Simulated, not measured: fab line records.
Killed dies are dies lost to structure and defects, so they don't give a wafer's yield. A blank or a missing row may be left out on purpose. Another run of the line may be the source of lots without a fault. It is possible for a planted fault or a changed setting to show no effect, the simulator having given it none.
Chamber matching | flow nand-harc | NHARC_A_WL_FILL_ALD_10 on ald-hk-01: 4 sister chambers
The step deposits SiO2, target thk 50 nm, pulse time 10 s, ald cycles 500. 8 wafers are shown with their chamber, then 8 later ones without.

WAFERS WITH THEIR CHAMBER
wafer  | chamber | heater-power-w (W) | precursor-pulse-height-rel
L081.5 | 0       | 421                | 1.003
L085.1 | 3       | 477                | 0.998
L085.4 | 2       | 472                | 1.039
L085.5 | 3       | 492                | 0.965
L089.2 | 1       | 597                | 0.993
L089.1 | 2       | 470                | 1.023
L089.6 | 1       | 589                | 1.024
L093.1 | 0       | 395                | 0.996

WAFERS WITHOUT THEIR CHAMBER
wafer  | heater-power-w (W) | precursor-pulse-height-rel
L093.3 | 482                | 0.991
L093.4 | 475                | 1.023
L095.1 | 483                | 0.994
L095.2 | 596                | 1.021
L095.5 | 493                | 1.006
L097.2 | 405                | 1.020
L097.3 | 473                | 1.014
L097.4 | 489                | 1.006

THE CHAMBER EACH PASSED THROUGH
wafer  | from the rows above     | in truth
L093.3 | can't be placed: 3 or 2 | 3
L093.4 | can't be placed: 2 or 3 | 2
L095.1 | can't be placed: 3 or 2 | 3
L095.2 | 1                       | 1
L095.5 | can't be placed: 3 or 2 | 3
L097.2 | 0                       | 0
L097.3 | can't be placed: 2 or 3 | 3
L097.4 | can't be placed: 3 or 2 | 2
2 of 8 placed correctly. From these rows, 6 cannot be placed; in 6 the true chamber is one of the candidates. Number placed wrongly: 0.
How it was worked out, from the rows above alone: a wafer's distance from a chamber is the root of the sum, over the readings, of the square of ((its reading less the chamber's mean) divided by the reading's scatter). The wafer belongs to the nearest chamber; if the next one is less than 2 further off, it can't be placed. Each chamber's mean is taken over the wafers shown for it. The scatter: take each reading less its chamber's mean, square it, sum over the shown wafers, divide by the number of wafers less the number of chambers, and take the root.
